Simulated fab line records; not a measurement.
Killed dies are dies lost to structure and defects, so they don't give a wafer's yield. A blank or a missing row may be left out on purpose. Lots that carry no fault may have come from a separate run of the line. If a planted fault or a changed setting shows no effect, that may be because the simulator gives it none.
Matching of chambers + flow n5-finfet + N5_BEOL_M8_ETCH_61 on rie-diel-05 has 4 sister chambers
The step etches SiARC in CF4, target depth 45.5 nm, time 75.8 s. 8 wafers are shown with their chamber, then 11 later ones without.

== WAFERS WITH THEIR CHAMBER ==
| wafer  | chamber | drypump-motor-current-A (A) | throttle-valve-pct (%) |
|--------|---------|-----------------------------|------------------------|
| L079.6 | 3       | 5.88                        | 15.50                  |
| L084.4 | 3       | 5.88                        | 15.50                  |
| L091.3 | 2       | 6.12                        | 15.78                  |
| L091.6 | 1       | 5.79                        | 15.21                  |
| L089.2 | 0       | 5.58                        | 15.41                  |
| L089.4 | 2       | 6.14                        | 15.81                  |
| L089.5 | 0       | 5.57                        | 15.42                  |
| L092.4 | 1       | 5.79                        | 15.23                  |

== WAFERS WITHOUT THEIR CHAMBER ==
| wafer  | drypump-motor-current-A (A) | throttle-valve-pct (%) |
|--------|-----------------------------|------------------------|
| L092.5 | 5.80                        | 15.23                  |
| L092.6 | 5.59                        | 15.44                  |
| L090.2 | 5.56                        | 15.42                  |
| L090.3 | 5.82                        | 15.23                  |
| L090.4 | 5.86                        | 15.56                  |
| L094.1 | 5.59                        | 15.45                  |
| L094.2 | 5.92                        | 15.59                  |
| L094.3 | 6.13                        | 15.83                  |
| L096.3 | 5.58                        | 15.45                  |
| L096.5 | 5.80                        | 15.24                  |
| L096.6 | 5.59                        | 15.45                  |

== EACH ONE'S CHAMBER ==
| wafer  | from the rows above | in truth |
|--------|---------------------|----------|
| L092.5 | 1                   | 1        |
| L092.6 | 0                   | 0        |
| L090.2 | 0                   | 0        |
| L090.3 | 1                   | 1        |
| L090.4 | 3                   | 3        |
| L094.1 | 0                   | 0        |
| L094.2 | 3                   | 3        |
| L094.3 | 2                   | 2        |
| L096.3 | 0                   | 0        |
| L096.5 | 1                   | 1        |
| L096.6 | 0                   | 0        |
Correctly placed: 11 of 11. Number that these rows cannot place: 0. Wrongly placed: 0.
How it was worked out, from the rows above alone: a wafer's distance from a chamber is the root of the sum, over the readings, of the square of ((its reading less the chamber's mean) divided by the reading's scatter). If the next closest chamber is less than 2 further off than the closest, the wafer can't be placed; otherwise it belongs to the closest. The mean given for a chamber averages the wafers shown for that chamber. The scatter: the root of (the sum of the squares of (reading less its chamber's mean) over the shown wafers, divided by (wafers less chambers)).
